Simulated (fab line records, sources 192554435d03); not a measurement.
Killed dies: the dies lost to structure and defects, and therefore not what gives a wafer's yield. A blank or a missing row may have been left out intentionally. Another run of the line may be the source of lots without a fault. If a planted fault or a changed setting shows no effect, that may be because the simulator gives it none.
fab line records ; flow n5_finfet
record lots=7; wafers=21
route steps=1938 shown BEOL_M13@1673 BEOL_M15@1796 PASSIVATION@1921
start_h: start of the lot's first displayed wafer, in hours after the record's first day ; wait_h: hours since the lot's step before ; " same as the row above ; L1.1+2: a single row standing in for several wafers ; - either no value or no given start ; * or withheld: withheld ; < > ~ a bound
route shown NAME@n: names a module that has steps shown in the file, with the first one's number in the route ; usual: average and standard deviation across the fault-free wafers ; same: alike in all rows ; chamber/n: place in a boat ; sites: the reading at each site ; _std_site: the standard deviation of these ; _edge_site: outer sites' mean less inner sites' ; radius_mm: how far each site lies from the wafer's centre ; mask NAME#n: copy n ; behind: tool/chamber where the wafer was last shaped ; hold: the reason the lot was held/the length of the hold in hours/how it ended ; device: whichever transistor did not switch (one of n, p or np) ; end of line: the tests these same wafers got at the end of their route ; a step without rows: its recipe alone ; killed: the dies lost at the first sort to structure and to defects; this is not the yield of the wafer ; map: shows each die of a wafer: x if killed, . if not, _ if none is there
set.NAME: the run value of the setting; set.NAME@STEP: its run value at that earlier step ; model.NAME: the simulator's own value behind a step, which no gauge read
lots where settings were altered on purpose, with a table for each step and a row for each wafer
## steps
# step N5_BEOL_M13_ETCH_59
# recipe chemistry=N2/H2; target=BARC; target_depth_a=890; overetch_a=267; time_s=67.9; ion_energy_ev=200; pressure_mtorr=30; source_w=840; bias_w=150; n2_flow_sccm=200; h2_flow_sccm=200
# usual rf_vpp_V=523/3.2
lot.wafer;tool;chamber;start_h;wait_h;set.bias_w;set.spin_rpm@BEOL_M13_COAT_58;rf_vpp_V;model.etch.depth_nm
L076.2;rie_diel-02;3;250.00;0.0;150;1386;526;92.16
L076.5;rie_diel-02;0;250.00;0.0;150;1500;518;88.24
L076.6;rie_diel-02;3;250.00;0.0;150;1386;526;92.3
L077.1;rie_diel-06;0;256.35;0.0;171.1;1500;566;89
L077.3;rie_diel-06;3;256.35;0.0;150;1421;523;91.46
L077.5;rie_diel-06;0;256.35;0.0;150;1421;520;91.57
L083.3;rie_diel-02;2;283.30;0.0;150;1619;522;85.99
L083.5;rie_diel-02;1;283.30;0.0;167.5;1500;560;89.27
L083.6;rie_diel-02;0;283.30;0.0;150;1500;519;89.22
L084.2;rie_diel-06;3;285.08;0.0;150;1500;524;88.76
L084.5;rie_diel-06;1;285.08;0.0;163.1;1500;556;88.86
L084.6;rie_diel-06;3;285.08;0.0;163.1;1500;554;88.8
L088.4;rie_diel-06;3;325.47;0.0;150;1567;525;87.76
L088.5;rie_diel-06;0;325.47;0.0;176.5;1500;586;89.62
L088.6;rie_diel-06;2;325.47;0.0;176.5;1567;579;87.67
L095.2;rie_diel-02;2;351.29;0.0;168.6;1383;562;92.58
L095.5;rie_diel-02;2;351.29;0.0;150;1500;522;88.96
L095.6;rie_diel-02;0;351.29;0.0;168.6;1500;559;88.86
L097.3;rie_diel-06;3;380.56;0.0;150;1500;522;89.3
L097.4;rie_diel-06;2;380.56;0.0;150;1500;523;89.08
L097.5;rie_diel-06;2;380.56;0.0;150;1500;521;89.35
# step N5_BEOL_M13_VIA_ETCH_16
# recipe chemistry=C4F8/O2/Ar; target=SiOC; pressure_mtorr=30; source_w=3000; bias_w=700; Ar_flow_sccm=400; C4F8_flow_sccm=15; O2_flow_sccm=8; he_inner_torr=15; he_outer_torr=30; target_depth_a=9217; time_s=withheld; ion_energy_ev=250; ends=cleared
# step N5_BEOL_M13_STRIP_63
# recipe chemistry=N2/H2; power_w=1000; temp_c=250; h2_frac=0.65; overash_fraction=0.3; pressure_mtorr=1000; n2_flow_sccm=1750; h2_flow_sccm=3250
# step N5_BEOL_M13_STRIP_64
# recipe chemistry=N2/H2; power_w=1000; temp_c=250; h2_frac=0.65; overash_fraction=0.3; pressure_mtorr=withheld; n2_flow_sccm=1750; h2_flow_sccm=3250
# usual strip_time_to_endpoint_s=31.32/0.1
lot.wafer;tool;chamber;start_h;wait_h;set.spin_rpm@BEOL_M13_COAT_58;strip_time_to_endpoint_s
L076.2;plasma_asher-02;1;250.35;0.0;1386;32.20
L076.5;plasma_asher-02;0;250.35;0.0;1500;31.09
L076.6;plasma_asher-02;1;250.35;0.0;1386;32.24
L077.1;plasma_asher-01;1;256.69;0.0;1500;31.31
L077.3;plasma_asher-01;0;256.69;0.0;1421;32.00
L077.5;plasma_asher-01;0;256.69;0.0;1421;32.04
L083.3;plasma_asher-01;1;283.67;0.0;1619;30.46
L083.5;plasma_asher-01;1;283.67;0.0;1500;31.40
L083.6;plasma_asher-01;0;283.67;0.0;1500;31.37
L084.2;plasma_asher-01;0;285.42;0.0;1500;31.26
L084.5;plasma_asher-01;0;285.42;0.0;1500;31.27
L084.6;plasma_asher-01;1;285.42;0.0;1500;31.26
L088.4;plasma_asher-02;1;325.82;0.0;1567;30.97
L088.5;plasma_asher-02;1;325.82;0.0;1500;31.48
L088.6;plasma_asher-02;0;325.82;0.0;1567;30.93
L095.2;plasma_asher-01;1;351.63;0.0;1383;32.31
L095.5;plasma_asher-01;0;351.63;0.0;1500;31.30
L095.6;plasma_asher-01;1;351.63;0.0;1500;31.29
L097.3;plasma_asher-01;1;380.93;0.0;1500;31.40
L097.4;plasma_asher-01;0;380.93;0.0;1500;31.34
L097.5;plasma_asher-01;0;380.93;0.0;1500;31.41
# step N5_BEOL_M15_COAT_60
# recipe resist=BARC; temp_c=205; time_s=60; spin_rpm=1500; resist_thk_nm=89
lot.wafer;tool;chamber;start_h;wait_h;set.spin_rpm;model.BARC_of_BEOL_M15_COAT_60.thk_nm
L076.2;litho_track-05;0;263.17;0.3;1500;89.2
L076.5;litho_track-05;0;263.17;0.3;1357;94
L076.6;litho_track-05;0;263.17;0.3;1357;93.8
L077.1;litho_track-03;0;268.45;0.3;1584;86.8
L077.3;litho_track-03;0;268.45;0.3;1584;86.6
L077.5;litho_track-03;0;268.45;0.3;1500;88.8
L083.3+5;litho_track-05;0;295.43;0.3;1500;89
L083.6;litho_track-05;0;295.43;0.3;1500;88.8
L084.2;litho_track-03;0;298.14;0.3;1500;88.8
L084.5;litho_track-03;0;298.14;0.3;1500;88.6
L084.6;litho_track-03;0;298.14;0.3;1500;89.2
L088.4;litho_track-05;0;338.31;0.3;1624;85
L088.5;litho_track-05;0;338.31;0.3;1624;85.4
L088.6;litho_track-05;0;338.31;0.3;1624;85.2
L095.2;litho_track-01;0;367.48;0.3;1500;89.4
L095.5;litho_track-01;0;367.48;0.3;1500;89.2
L095.6;litho_track-01;0;367.48;0.3;1500;89
L097.3+4+5;litho_track-03;0;391.39;0.3;1500;89
# step N5_BEOL_M15_DESCUM_33
# recipe chemistry=O2; time_s=7.9; source_power_w=50; bias_power_w=20; pressure_mtorr=20; rf_frequency_hz=2.712e+07; temp_c=40; o2_flow_sccm=225
lot.wafer;tool;chamber;start_h;wait_h;set.time_s
L076.2+5+6;rie_diel-02;0,3,0;263.66;0.0;7.9
L077.1+5;rie_diel-03;2;269.30;0.5;7.9
L077.3;rie_diel-03;0;269.30;0.5;6.422
L083.3+6;rie_diel-03;2,3;295.84;0.1;7.9
L083.5;rie_diel-03;0;295.84;0.1;9.13
L084.2+5;rie_diel-03;3,1;298.85;0.3;9.429
L084.6;rie_diel-03;0;298.85;0.3;7.9
L088.4+5+6;rie_diel-03;2,1,2;338.79;0.0;7.9
L095.2+5;rie_diel-06;1,3;367.91;0.1;7.9
L095.6;rie_diel-06;2;367.91;0.1;6.471
L097.3+4+5;rie_diel-06;3,1,2;391.78;0.0;7.9
# step N5_BEOL_M15_ETCH_61
# recipe chemistry=N2/H2; target=BARC; target_depth_a=890; overetch_a=267; time_s=67.9; ion_energy_ev=200; pressure_mtorr=30; source_w=840; bias_w=150; n2_flow_sccm=200; h2_flow_sccm=200
lot.wafer;tool;chamber;start_h;wait_h;set.spin_rpm@BEOL_M15_COAT_60;model.etch.depth_nm
L076.2;rie_diel-02;0;263.69;0.0;1500;89.19
L076.5;rie_diel-02;3;263.69;0.0;1357;93.98
L076.6;rie_diel-02;0;263.69;0.0;1357;93.86
L077.1;rie_diel-03;2;269.33;0.0;1584;86.88
L077.3;rie_diel-03;0;269.33;0.0;1584;86.65
L077.5;rie_diel-03;2;269.33;0.0;1500;88.87
L083.3;rie_diel-03;2;295.87;0.0;1500;88.92
L083.5;rie_diel-03;0;295.87;0.0;1500;89.03
L083.6;rie_diel-03;3;295.87;0.0;1500;88.78
L084.2;rie_diel-03;3;298.89;0.0;1500;88.82
L084.5;rie_diel-03;1;298.89;0.0;1500;88.65
L084.6;rie_diel-03;0;298.89;0.0;1500;89.12
L088.4;rie_diel-03;2;338.82;0.0;1624;85.03
L088.5;rie_diel-03;1;338.82;0.0;1624;85.4
L088.6;rie_diel-03;2;338.82;0.0;1624;85.1
L095.2;rie_diel-06;1;367.95;0.0;1500;89.35
L095.5;rie_diel-06;3;367.95;0.0;1500;89.28
L095.6;rie_diel-06;2;367.95;0.0;1500;89.1
L097.3;rie_diel-06;3;391.82;0.0;1500;89.1
L097.4;rie_diel-06;1;391.82;0.0;1500;89.05
L097.5;rie_diel-06;2;391.82;0.0;1500;88.94
# step N5_PASSIVATION_EXPOSE_41
# recipe mask_id=PASS_OPEN; na=0.55; defocus_nm=0; source_shape=conventional; sigma_outer=0.8; polarization=unpolarized; target_cd_nm=40000; dose_mj=57.25
lot.wafer;tool;chamber;start_h;wait_h;mask;set.dose_mj
L076.2+5;krf_scanner-01;0;278.11;-;PASS_OPEN#0;57.25
L076.6;krf_scanner-01;0;278.11;-;PASS_OPEN#0;53.97
L077.1+5;krf_scanner-02;0;284.50;-;PASS_OPEN#0;57.25
L077.3;krf_scanner-02;0;284.50;-;PASS_OPEN#0;58.36
L083.3;krf_scanner-01;0;308.80;-;PASS_OPEN#0;55.11
L083.5+6;krf_scanner-01;0;308.80;-;PASS_OPEN#0;57.25
L084.2+5+6;krf_scanner-02;0;316.42;-;PASS_OPEN#0;57.25
L088.4;krf_scanner-01;0;353.03;-;PASS_OPEN#0;60.89
L088.5+6;krf_scanner-01;0;353.03;-;PASS_OPEN#0;57.25
L095.2+5+6;krf_scanner-01;0;380.90;-;PASS_OPEN#0;57.25
L097.3+4+5;krf_scanner-01;0;411.21;-;PASS_OPEN#0;57.25
# step N5_PASSIVATION_PEB_42
# recipe peb_temp_c=withheld; peb_time_s=*
# step N5_PASSIVATION_DEVELOP_43
# recipe develop_time_s=60; rinse_liquid=diw; dry=air_spin; dev_temp_c=21
# step N5_PASSIVATION_HARDBAKE_45
# recipe temp_c=130; time_s=120
# step N5_PASSIVATION_CD_MEAS_44
# recipe target_cd_nm=40000; landing_energy_ev=500; detector=se_inlens
# usual cd_nm=40003/4.5
lot.wafer;tool;chamber;start_h;wait_h;set.dose_mj@PASSIVATION_EXPOSE_41;cd_nm
L076.2;cd_sem-01;0;278.29;-;57.25;40005
L076.5;cd_sem-01;0;278.29;-;57.25;39998
L076.6;cd_sem-01;0;278.29;-;53.97;39977
L077.1;cd_sem-03;0;284.68;-;57.25;40001
L077.3;cd_sem-03;0;284.68;-;58.36;40016
L077.5;cd_sem-03;0;284.68;-;57.25;40008
L083.3;cd_sem-03;0;308.97;-;55.11;39983
L083.5;cd_sem-03;0;308.97;-;57.25;40010
L083.6;cd_sem-03;0;308.97;-;57.25;39997
L084.2;cd_sem-02;0;316.59;-;57.25;40004
L084.5;cd_sem-02;0;316.59;-;57.25;40001
L084.6;cd_sem-02;0;316.59;-;57.25;39999
L088.4;cd_sem-03;0;353.19;-;60.89;40023
L088.5;cd_sem-03;0;353.19;-;57.25;40009
L088.6;cd_sem-03;0;353.19;-;57.25;40008
L095.2;cd_sem-02;0;381.07;-;57.25;39995
L095.5;cd_sem-02;0;381.07;-;57.25;40000
L095.6;cd_sem-02;0;381.07;-;57.25;40002
L097.3;cd_sem-03;0;411.38;-;57.25;40010
L097.4;cd_sem-03;0;411.38;-;57.25;40006
L097.5;cd_sem-03;0;411.38;-;57.25;40006
# step N5_PASSIVATION_ETCH_54
# recipe chemistry=CHF3/O2; target=SiO2; target_depth_a=8800; CHF3_flow_sccm=50; O2_flow_sccm=5; Ar_flow_sccm=200; time_s=440; mask_material=PR; pressure_mtorr=30; source_w=650; bias_w=170; ion_energy_ev=200
lot.wafer;tool;chamber;start_h;wait_h;set.source_w;model.etch.depth_nm;model.PASSIVATION.feature_depth_nm
L076.2;rie_diel-04;0;278.96;0.1;568.8;822.5;822.6
L076.5;rie_diel-04;1;278.96;0.1;650;891.3;891.2
L076.6;rie_diel-04;0;278.96;0.1;568.8;821.9;822
L077.1;rie_diel-04;0;285.03;0.1;650;858.9;859
L077.3;rie_diel-04;2;285.03;0.1;650;885;885
L077.5;rie_diel-04;0;285.03;0.1;650;857.9;857.8
L083.3;rie_diel-05;3;309.38;0.1;650;884.7;884.8
L083.5;rie_diel-05;3;309.38;0.1;650;885.2;885.2
L083.6;rie_diel-05;0;309.38;0.1;650;898.1;898
L084.2;rie_diel-04;1;317.01;0.1;565.6;822.2;822.2
L084.5;rie_diel-04;3;317.01;0.1;650;907.5;907.4
L084.6;rie_diel-04;2;317.01;0.1;650;884.2;884.2
L088.4;rie_diel-05;0;353.54;0.1;650;902.8;902.8
L088.5;rie_diel-05;3;353.54;0.1;650;871.3;871.2
L088.6;rie_diel-05;0;353.54;0.1;712.1;934.4;934.4
L095.2;rie_diel-01;1;381.45;0.1;580.2;878.4;878.4
L095.5;rie_diel-01;1;381.45;0.1;650;918.6;918.6
L095.6;rie_diel-01;0;381.45;0.1;580.2;835.2;835.2
L097.3;rie_diel-04;2;411.74;0.1;650;887.9;888
L097.4;rie_diel-04;2;411.74;0.1;650;895.5;895.6
L097.5;rie_diel-04;1;411.74;0.1;650;874.1;874.2
## key
split step=N5_BEOL_M13_ETCH_59; setting=bias_w; stated=150; by=wafer
response step=N5_BEOL_M13_ETCH_59; reading=rf_vpp_V; change=+3.27; per=1%; r=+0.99
split step=N5_BEOL_M15_COAT_60; setting=spin_rpm; stated=1500; by=wafer
response step=N5_BEOL_M15_COAT_60; reading=model.BARC_of_BEOL_M15_COAT_60.thk_nm; change=-0.463; per=1%; r=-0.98
response step=N5_BEOL_M15_ETCH_61; reading=model.etch.depth_nm; change=-0.465; per=1%; r=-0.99
split step=N5_BEOL_M15_DESCUM_33; setting=time_s; stated=7.9; by=wafer
response none clear
split step=N5_PASSIVATION_EXPOSE_41; setting=dose_mj; stated=57.25; by=wafer
response step=N5_PASSIVATION_CD_MEAS_44; reading=cd_nm; change=+3.67; per=1%; r=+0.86
split step=N5_PASSIVATION_ETCH_54; setting=source_w; stated=650; by=wafer
response step=N5_PASSIVATION_ETCH_54; reading=model.etch.depth_nm; change=+5.52; per=1%; r=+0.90
response step=N5_PASSIVATION_ETCH_54; reading=model.PASSIVATION.feature_depth_nm; change=+5.52; per=1%; r=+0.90
split outside_this_file step=N5_BEOL_M13_COAT_58 setting=spin_rpm
# split outside_this_file: this setting was split too, and the file shows its column; the key of that split is in another file
